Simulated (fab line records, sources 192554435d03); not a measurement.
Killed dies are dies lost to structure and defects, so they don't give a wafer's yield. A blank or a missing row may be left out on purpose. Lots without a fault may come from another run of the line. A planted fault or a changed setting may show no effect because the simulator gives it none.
fab line records | flow n5_finfet
record lots=5 wafers=15 last_day=18
route steps=1938 shown BEOL_M2@878 PASSIVATION@1936
lots that met no fault: from a run of the same line without faults
start_h: hours from the record's first day to the start of the lot's first wafer shown | wait_h: hours since the lot's step before | " the same as in the row above | L1.1+2: a row that stands for several wafers | - no value, or no start given | * or withheld: withheld | < > ~ a bound
route shown NAME@n: a module of which the file shows steps, and the number in the route of the first | usual: mean/standard deviation of fault-free wafers | same: alike in all rows | chamber/n: place in a boat | sites: the reading at each site | _std_site: their standard deviation | _edge_site: outer sites' mean less inner sites' | radius_mm: how far each site lies from the wafer's centre | mask NAME#n: copy n | behind: the tool/chamber that last shaped the wafer | hold: why the lot was held/for how many hours/how that ended | device: the transistor (n, p or np) that didn't switch | end of line: the same wafers' tests at the end of the route | a step without rows: its recipe alone | killed: dies lost to structure and defects at the first sort, not the wafer's yield | map: a wafer's dies, x killed, . not, _ none there
set.NAME: the setting as run; set.NAME@STEP: as run at that earlier step | model.NAME: the simulator's own value behind a step, which no gauge read
lots at some steps of the route; a table a step, a row a wafer
services: from which hour (start_h, from the record's first day; less than 0 if before it) a tool's chamber was out of use, for how many hours, and why
## steps
# step N5_BEOL_M2_INSPECT_30
# recipe mode=adi inspect_instrument=brightfield
# usual raw_defect_count=398/96
# columns lot.wafer tool chamber start_h wait_h raw_defect_count
L542.2 defect_inspect-01 - 158.23 0.0 353
L542.3 " - " " 358
L542.4 " - " " 427
L550.2 defect_inspect-02 - 202.63 0.0 512
L550.3 " - " " 500
L550.5 " - " " 320
L554.3 defect_inspect-01 - 232.14 0.0 430
L554.5 " - " " 420
L554.6 " - " " 277
L556.2 defect_inspect-02 - 250.10 0.0 387
L556.3 " - " " 374
L556.5 " - " " 328
L561.3 defect_inspect-01 - 262.89 0.0 324
L561.4 " - " " 273
L561.6 " - " " 551
# step N5_BEOL_M2_DESCUM_33
# recipe chemistry=O2 time_s=7 source_power_w=50 bias_power_w=20 pressure_mtorr=20 rf_frequency_hz=2.712e+07 temp_c=40 resist=CAR-EUV o2_flow_sccm=225
# step N5_BEOL_M2_ETCH_77
# recipe chemistry=N2/H2 target=underlayer target_depth_a=65 mask_material=CAR-EUV time_s=5.2 ion_energy_ev=200 pressure_mtorr=30 source_w=840 bias_w=150 n2_flow_sccm=200 h2_flow_sccm=200 ends=cleared
# step N5_BEOL_M2_ETCH_69
# recipe chemistry=CF4 target=SiARC target_depth_a=156 mask_material=CAR-EUV time_s=26 ion_energy_ev=80 pressure_mtorr=40 source_w=545 bias_w=36 Ar_flow_sccm=100 cf4_flow_sccm=100 ends=cleared
# step N5_BEOL_M2_ALD_98
# recipe material=SiO2 target_thk_a=25 temp_c=100 ald_precursor_family=BDEAS ald_co_reactant=O2-plasma pulse_time_s=1 co_reactant_pulse_time_s=1 purge_time_s=2 co_reactant_purge_time_s=2 ald_cycles=17 pressure_torr=2
# step N5_BEOL_M2_ETCHBACK_99
# recipe chemistry=CHF3 target=SiO2 target_depth_a=50 time_s=10.4 source_w=215 bias_w=47 Ar_flow_sccm=200 CHF3_flow_sccm=12 ion_energy_ev=100 pressure_mtorr=30
# step N5_BEOL_M2_ETCH_70
# recipe chemistry=N2/H2 target=SOC target_depth_a=800 overetch_a=240 mask_material=SiARC temp_c=40 time_s=130 ion_energy_ev=200 pressure_mtorr=30 source_w=840 bias_w=150 n2_flow_sccm=200 h2_flow_sccm=200
# step N5_BEOL_M2_STRIP_71
# recipe chemistry=N2/H2 temp_c=40 n2_flow_sccm=200 h2_flow_sccm=200 rf_frequency_hz=6e+07
# step N5_BEOL_M2_STRIP_78
# recipe chemistry=N2/H2 temp_c=40 n2_flow_sccm=200 h2_flow_sccm=200 rf_frequency_hz=6e+07
# step N5_BEOL_M2_VIA_ETCH_34
# recipe chemistry=C4F6/O2 target_depth_a=694 mask_material=SOC pressure_mtorr=15 ion_energy_ev=250 taper_deg=4 time_s=65.9 source_w=350 bias_w=170 Ar_flow_sccm=300 C4F6_flow_sccm=10 O2_flow_sccm=10
# usual C4F6_flow_sccm=10.00/0.031 bias_w=170.0/0.47 drypump_motor_current_A=5.8/0.35 oes_product_au=0.79/0.078 rf_vpp_V=665/6.4 showerhead_plenum_p_Torr=2.81/0.094 throttle_valve_pct=30.73/0.29
# columns lot.wafer tool chamber start_h wait_h C4F6_flow_sccm bias_w drypump_motor_current_A oes_product_au rf_hours_counter_h rf_vpp_V showerhead_plenum_p_Torr throttle_valve_pct
L542.2 rie_diel-03 2 160.09 0.0 10.01 170.7 5.5 0.77 140 665 2.96 31.08
L542.3 " 0 " " 10.02 169.6 5.1 0.66 260 675 2.78 30.84
L542.4 " 3 " " 9.94 170.0 5.9 0.77 - 658 2.73 30.98
L550.2 rie_diel-03 1 225.32 0.0 10.02 170.4 6.3 0.91 26 659 2.78 30.36
L550.3 " 3 " " 10.02 169.5 5.9 0.75 181 655 2.72 31.01
L550.5 " 0 " " 10.03 169.4 5.1 0.92 - 673 2.78 30.58
L554.3 rie_diel-04 2 235.61 0.0 10.03 170.3 5.6 0.74 200 666 2.93 31.17
L554.5 " 2 " " 10.01 169.8 5.6 0.74 - 666 2.93 31.19
L554.6 " 3 " " 10.03 169.5 5.7 0.82 - 678 3.01 31.05
L556.2 rie_diel-03 3 256.47 0.0 10.01 170.5 5.9 0.73 194 656 2.72 31.01
L556.3 " 2 " " 10.06 169.9 5.5 0.75 171 665 2.94 31.10
L556.5 " 0 " " 10.00 169.5 5.0 0.89 - 674 2.77 30.59
L561.3 rie_diel-04 3 278.36 0.0 10.05 169.5 5.7 0.81 70 677 3.01 31.07
L561.4 " 2 " " 9.99 169.9 5.6 0.72 210 667 2.93 31.19
L561.6 " 0 " " 9.95 170.5 5.5 0.82 - 656 2.75 30.44
# step N5_BEOL_M2_STRIP_83
# recipe chemistry=C4F6/O2 resist=SiARC rf_frequency_hz=6e+07
# step N5_BEOL_M2_STRIP_36
# recipe chemistry=N2/H2 power_w=450 temp_c=40 pressure_mtorr=20 rf_frequency_hz=6e+07 overash_fraction=0.3 bias_power_w=7 h2_frac=0.5 n2_flow_sccm=200 h2_flow_sccm=200
# step N5_BEOL_M2_TRENCH_ETCH_37
# recipe chemistry=C4F6/O2 target_depth_a=555.55 target=SiOC time_s=29.2 ion_energy_ev=250 pressure_mtorr=30 source_w=355 bias_w=185 Ar_flow_sccm=300 C4F6_flow_sccm=10 O2_flow_sccm=10
# usual C4F6_flow_sccm=10.00/0.031 bias_w=185.0/0.48 drypump_motor_current_A=5.8/0.35 oes_product_au=0.79/0.077 rf_vpp_V=666/6.7 showerhead_plenum_p_Torr=2.82/0.094 throttle_valve_pct=20.85/0.27
# columns lot.wafer tool chamber start_h wait_h C4F6_flow_sccm bias_w drypump_motor_current_A oes_product_au rf_hours_counter_h rf_vpp_V showerhead_plenum_p_Torr throttle_valve_pct
L542.2 rie_diel-03 2 160.19 - 10.02 184.4 5.5 0.76 140 667 2.96 21.18
L542.3 " 0 " " 10.01 184.9 5.1 0.67 260 675 2.79 21.06
L542.4 " 3 " " 9.93 184.7 5.9 0.77 - 656 2.74 21.07
L550.2 rie_diel-03 1 225.42 - 10.03 184.7 6.4 0.91 26 659 2.79 20.48
L550.3 " 3 " " 10.00 184.4 5.9 0.75 181 655 2.73 21.11
L550.5 " 0 " " 10.06 184.8 5.0 0.91 - 676 2.78 20.67
L554.3 rie_diel-04 2 235.71 - 10.00 185.4 5.6 0.73 200 666 2.94 21.31
L554.5 " 2 " " 10.02 185.3 5.6 0.74 - 668 2.94 21.29
L554.6 " 3 " " 9.96 185.0 5.6 0.82 - 677 3.02 21.05
L556.2 rie_diel-03 3 256.57 - 10.01 185.1 5.9 0.73 194 655 2.72 21.12
L556.3 " 2 " " 10.03 185.7 5.5 0.74 171 666 2.95 21.25
L556.5 " 0 " " 10.08 185.6 5.1 0.88 - 676 2.78 20.70
L561.3 rie_diel-04 3 278.46 - 10.00 184.9 5.7 0.80 70 677 3.01 21.07
L561.4 " 2 " " 10.01 185.6 5.6 0.72 210 667 2.93 21.32
L561.6 " 0 " " 10.01 185.5 5.5 0.81 - 657 2.76 20.56
# step N5_BEOL_M2_ETCH_41
# recipe chemistry=CH3F/O2 target=SiCN target_depth_a=299 taper_deg=2 time_s=52.5 ion_energy_ev=120 mask_material=TiN pressure_mtorr=30 source_w=395 bias_w=75 Ar_flow_sccm=150 CH3F_flow_sccm=30 O2_flow_sccm=20
# step N5_BEOL_M2_STRIP_97
# recipe chemistry=N2/H2 time_s=10 power_w=450 temp_c=40 pressure_mtorr=20 rf_frequency_hz=6e+07 bias_power_w=7 n2_flow_sccm=200 h2_flow_sccm=200
# step N5_BEOL_M2_OCD_MEAS_38
# usual trench_depth_nm=55.5/0.87
# columns lot.wafer tool chamber start_h wait_h trench_depth_nm
L542.2 ocd-02 - 160.35 - 55.8
L542.3 " - " " 54.8
L542.4 " - " " 55.2
L550.2 ocd-01 - 225.58 - 57.6
L550.3 " - " " 55.7
L550.5 " - " " 56.3
L554.3 ocd-01 - 235.87 - 55.1
L554.5 " - " " 54.8
L554.6 " - " " 55.4
L556.2 ocd-02 - 256.72 - 55.3
L556.3 " - " " 55.7
L556.5 " - " " 56.0
L561.3 ocd-01 - 278.62 - 54.9
L561.4 " - " " 54.4
L561.6 " - " " 55.9
# step N5_BEOL_M2_HM_STRIP_39
# recipe chemistry=peroxide_tin_strip material=TiN target_depth_a=250 temp_c=50 time_s=158
# step N5_BEOL_M2_SRD_40
# recipe time_s=30 temp_c=23 rinse_liquid=diw dry=ipa_marangoni
# step N5_BEOL_M2_PRECLEAN_42
# recipe chemistry=residue_remover time_s=60 temp_c=40
# step N5_BEOL_M2_SRD_43
# recipe time_s=30 temp_c=23 rinse_liquid=diw dry=ipa_marangoni
# step N5_BEOL_M2_CD_MEAS_35
# recipe target_cd_nm=18 target_cd_y_nm=22.2 polarity=opening
# usual cd_nm=18.07/0.29
# columns lot.wafer tool chamber start_h wait_h cd_nm
L542.2 cd_sem-01 - 160.50 0.0 17.88
L542.3 " - " " 18.12
L542.4 " - " " 18.16
L550.2 cd_sem-03 - 225.73 0.0 18.21
L550.3 " - " " 18.44
L550.5 " - " " 17.86
L554.3 cd_sem-01 - 236.12 0.0 17.87
L554.5 " - " " 18.03
L554.6 " - " " 17.77
L556.2 cd_sem-01 - 256.88 0.0 18.40
L556.3 " - " " 18.45
L556.5 " - " " 18.23
L561.3 cd_sem-03 - 278.77 0.0 17.74
L561.4 " - " " 17.83
L561.6 " - " " 17.92
# step N5_BEOL_M2_DEGAS_44
# recipe ambient=vacuum temp_c=250 time_s=60
# step N5_BEOL_M2_PRE_CLEAN_45
# recipe gas=H2/He time_s=30 temp_c=250
# step N5_BEOL_M2_ALD_84
# recipe material=TaN target_thk_a=* temp_c=275 ald_precursor_family=PDMAT ald_co_reactant=NH3 pressure_torr=3 carrier_flow_sccm=1500 pulse_time_s=2 purge_time_s=3 co_reactant_purge_time_s=2 co_reactant_pulse_time_s=3 ald_cycles=30 precursor_vessel_temp_c=75 precursor_vessel_pressure_torr=26.25 precursor_vessel_carrier_sccm=1000
# step N5_BEOL_M2_SURFACE_TREAT_85
# recipe gas=Ar time_s=* ion_energy_ev=* ion_current_ma_cm2=0.5 pressure_mtorr=* ar_flow_sccm=30
# step N5_BEOL_M2_CVD_47
# recipe material=Co target_thk_a=30 temp_c=withheld precursor=CCTBA/H2 pressure_torr=30 time_s=223.8
# step N5_BEOL_M2_SPUTTER_48
# recipe material=Cu target_thk_a=45 temp_c=-20 chamber_pressure_pa=0.07 power_w=withheld time_s=8.29
# step N5_BEOL_M2_ANNEAL_49
# recipe temp_c=400 time_s=240 ambient=vacuum
# step N5_BEOL_M2_SPUTTER_79
# recipe material=Cu target_thk_a=45 temp_c=-20 chamber_pressure_pa=0.07 power_w=withheld time_s=8.29
# step N5_BEOL_M2_ANNEAL_80
# recipe temp_c=400 time_s=240 ambient=vacuum
# step N5_BEOL_M2_SPUTTER_81
# recipe material=Cu target_thk_a=45 temp_c=-20 chamber_pressure_pa=0.07 power_w=withheld time_s=8.29
# step N5_BEOL_M2_ANNEAL_82
# recipe temp_c=400 time_s=240 ambient=vacuum
# step N5_BEOL_M2_SPUTTER_86
# recipe material=Cu target_thk_a=45 temp_c=-20 chamber_pressure_pa=0.07 power_w=withheld time_s=8.29
# step N5_BEOL_M2_ANNEAL_87
# recipe temp_c=400 time_s=240 ambient=vacuum
# usual heater_power_w=823/92
# columns lot.wafer tool chamber start_h wait_h heater_power_w
L542.2 pvd_sputter-01 - 163.70 0.0 715
L542.3 " - " " 615
L542.4 " - " " 941
L550.2 pvd_sputter-01 - 227.51 0.0 941
L550.3 " - " " 712
L550.5 " - " " 958
L554.3 pvd_sputter-02 - 237.79 0.0 781
L554.5 " - " " 779
L554.6 " - " " 754
L556.2 pvd_sputter-03 - 258.46 0.0 830
L556.3 " - " " 800
L556.5 " - " " 872
L561.3 pvd_sputter-02 - 280.96 0.0 921
L561.4 " - " " 740
L561.6 " - " " 750
# step N5_BEOL_M2_SPUTTER_88
# recipe material=Cu target_thk_a=45 temp_c=-20 chamber_pressure_pa=0.07 power_w=withheld time_s=8.29
# step N5_BEOL_M2_ANNEAL_89
# recipe temp_c=400 time_s=240 ambient=vacuum
# step N5_BEOL_M2_SPUTTER_90
# recipe material=Cu target_thk_a=45 temp_c=-20 chamber_pressure_pa=0.07 power_w=withheld time_s=8.29
# usual substrate_temp_c=-19.99/0.11 throttle_valve_pct=30.1/1.1
# columns lot.wafer tool chamber start_h wait_h substrate_temp_c throttle_valve_pct
L542.2 pvd_sputter-01 - 164.06 0.1 -19.94 31.9
L542.3 " - " " -20.01 29.8
L542.4 " - " " -20.27 29.7
L550.2 pvd_sputter-01 - 227.87 0.1 -19.77 29.6
L550.3 " - " " -20.00 32.1
L550.5 " - " " -19.92 29.6
L554.3 pvd_sputter-02 - 238.15 0.1 -19.90 30.6
L554.5 " - " " -20.02 28.5
L554.6 " - " " -19.87 30.8
L556.2 pvd_sputter-03 - 258.82 0.1 -20.00 31.5
L556.3 " - " " -20.11 30.2
L556.5 " - " " -19.95 28.7
L561.3 pvd_sputter-02 - 281.32 0.1 -20.07 31.1
L561.4 " - " " -20.17 30.7
L561.6 " - " " -20.06 30.5
# step N5_BEOL_M2_ANNEAL_91
# recipe temp_c=400 time_s=240 ambient=vacuum
# usual heater_power_w=822/93
# columns lot.wafer tool chamber start_h wait_h heater_power_w
L542.2 pvd_sputter-01 - 164.14 0.0 735
L542.3 " - " " 606
L542.4 " - " " 931
L550.2 pvd_sputter-01 - 227.95 0.0 929
L550.3 " - " " 722
L550.5 " - " " 954
L554.3 pvd_sputter-02 - 238.23 0.0 767
L554.5 " - " " 796
L554.6 " - " " 740
L556.2 pvd_sputter-03 - 258.90 0.0 824
L556.3 " - " " 799
L556.5 " - " " 914
L561.3 pvd_sputter-02 - 281.40 0.0 910
L561.4 " - " " 751
L561.6 " - " " 752
# step N5_BEOL_M2_SPUTTER_92
# recipe material=Cu target_thk_a=45 temp_c=-20 chamber_pressure_pa=0.07 power_w=withheld time_s=8.29
# usual substrate_temp_c=-20.01/0.11 throttle_valve_pct=30.1/1.1
# columns lot.wafer tool chamber start_h wait_h substrate_temp_c throttle_valve_pct
L542.2 pvd_sputter-01 - 164.28 0.1 -19.99 31.7
L542.3 " - " " -20.09 30.0
L542.4 " - " " -20.00 29.5
L550.2 pvd_sputter-01 - 228.09 0.1 -20.04 29.4
L550.3 " - " " -20.10 31.8
L550.5 " - " " -20.03 29.5
L554.3 pvd_sputter-02 - 238.37 0.1 -19.87 30.4
L554.5 " - " " -19.96 28.4
L554.6 " - " " -19.95 30.6
L556.2 pvd_sputter-03 - 259.04 0.1 -20.04 31.1
L556.3 " - " " -19.97 30.0
L556.5 " - " " -20.08 28.7
L561.3 pvd_sputter-02 - 281.54 0.1 -20.07 31.0
L561.4 " - " " -19.77 30.6
L561.6 " - " " -19.96 30.4
# step N5_BEOL_M2_ANNEAL_93
# recipe temp_c=400 time_s=240 ambient=vacuum
# step N5_BEOL_M2_SPUTTER_94
# recipe material=Cu target_thk_a=45 temp_c=-20 chamber_pressure_pa=0.07 power_w=withheld time_s=8.29
# step N5_BEOL_M2_ANNEAL_95
# recipe temp_c=400 time_s=240 ambient=vacuum
# step N5_PASSIVATION_PROBE_49
# usual defect_limited_yield=91.2/1.5 killed_at_M0_to_M3=32/9.6 killed_at_M4_up=13/5.3 killed_at_contacts=13/6.7 killed_at_front_end=42/11 killed_at_other=3.8/2.9 killed_dies=103/17 killed_open=67/13 killed_short=35/7.9 sort_bin_5_function=5.2/0.94 sort_bin_6_memory=3.3/0.64 sort_n_pass=1077/17 sort_yield_pct=91.2/1.5
# same gross_dies=1180 killed_at_back_side=0 sort_bin_4_leakage[%]=0 sort_bin_8_speed[%]=0
# columns lot.wafer tool chamber start_h wait_h defect_limited_yield[%] killed_at_M0_to_M3 killed_at_M4_up killed_at_contacts killed_at_front_end killed_at_other killed_dies killed_open killed_short sort_bin_5_function[%] sort_bin_6_memory[%] sort_n_pass sort_yield_pct[%]
L556.3 prober-02 - 412.37 0.1 85.0 115 11 5 45 1 177 62 26 9.6 4.2 1003 85.0
# killed by level:class
L556.3 BEOL_M2:unspecified=89 DUMMY_GATE:geometric_particle:open=10 STI_FIN_REVEAL:geometric_particle:open=8 BEOL_M0_SAQP:geometric_particle:open=8 GATE_CUT:geometric_particle:open=6 GATE_CUT:geometric_particle:short=6 BEOL_M2:geometric_particle:open=6 ILD0:geometric_particle:open=5
# map L556.3 (x killed, . not)
_________________............________________
______________..............x..._____________
___________.x......................__________
__________......x........x.........._________
________..........x....x............x._______
_______.......xx................x..xxxx______
______..........................xxxxxx.x_____
_____.......................x...xxxxxxxxx____
____...........................x.xxxxxxxxx___
___.............x....x..........xxxxxxxxxxx__
___.............x........x..x...xxxxxxxxxxx__
__....................x..........xxxxxxxxx.._
__x...........x..x.........x....x.xxxxxxxx.x_
_..xx.x..x.........x...........xx.xxxxx.x.xxx
_.x.....x.....x.................x..x.xx.xx...
_....................x..xx........xxx....x...
_......................x..x...........x......
_x...x.........x..x..........................
_..................x....x.............x......
_...x...x.......................x........x.x.
_....................x...x...................
__.............x..........x................._
__.....x....xx.x........x..................._
___.x.......x....................x.......x.__
___........................xx.......x......__
____......x......x.x...............x......___
_____......x.............................____
______..............x......x...x........_____
_______....................x..x........______
________..x.................x.....x.x._______
__________.xx.....x................._________
___________............x.....x.x...__________
______________......x..........._____________
_________________..x.........________________
# map L542.2 (x killed, . not)
_________________x.......x...________________
______________.x.....x.........._____________
___________x.....x.................__________
__________.........x..........x....._________
________.......x.................x...._______
_______.x....x......x..........xx......______
______..x.x.......................x....._____
_____...............x....................____
____.........................x..........x.___
___............x....x....x..x..............__
___...........x.x...xx.........x......x....__
__......................x...............x.x._
__....x..............x..x..............x...._
_..........x................x................
_.............................x..............
_...x....x................x..............x...
_x...........x............x............x.....
_..........x...............x.x...........x...
_x...........x.....x..x.................x....
_...x....x.................x.........x.......
_.x....x........x.....x.................xx...
__.................................xx..x...._
__..x............x...x..............x......._
___...............x........................__
___...x....x..............x..............xx__
____...xx..........x......................___
_____.........x...................x......____
______.....xx..x.................x.x.x.._____
_______.............x..x........x....x.______
________...........xx.x....x.........._______
__________..x......................._________
___________..x.x....x...x.......x..__________
______________.................._____________
_________________............________________
## services
# columns tool chamber start_h hours kind
rie_diel-03 1 136.58 - clean
rie_diel-03 1 136.58 - consumable_replace:focus_ring
rie_diel-03 1 136.58 23.6 scheduled_down
rie_diel-03 1 136.58 23.6 vent_cycle
pvd_sputter-02 - 137.70 5.1 repair
rie_diel-04 1 154.12 31.9 repair
rie_diel-03 0 160.31 - clean
rie_diel-03 0 160.31 - consumable_replace:focus_ring
rie_diel-03 0 160.31 19.5 scheduled_down
rie_diel-03 0 160.31 19.5 vent_cycle
rie_diel-04 1 209.09 6.8 repair
rie_diel-03 2 212.85 15.3 repair
rie_diel-04 - 240.08 14.6 pm
pvd_sputter-03 - 271.86 1.3 repair
## key
first_sign step=N5_PASSIVATION_PROBE_49 reading=killed_at_M0_to_M3 direction=up sigmas=8.7 usual=32 struck=115
effect step=N5_PASSIVATION_PROBE_49 reading=defect_limited_yield direction=down sigmas=4.3 usual=91.2 struck=85.0
more_kills_born_at N5_BEOL_M2_TRENCH_ETCH_37@rie_diel-03=89
met_at N5_BEOL_M2_TRENCH_ETCH_37
struck_wafers L556.3
onset_between 160.19 256.57
fault kind=chamber_particle_source tool=rie_diel-03 chamber=2 onset_h=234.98 steps=N5_BEOL_M2_TRENCH_ETCH_37 rate_per_visit_cm2=0.57125 end_h=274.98
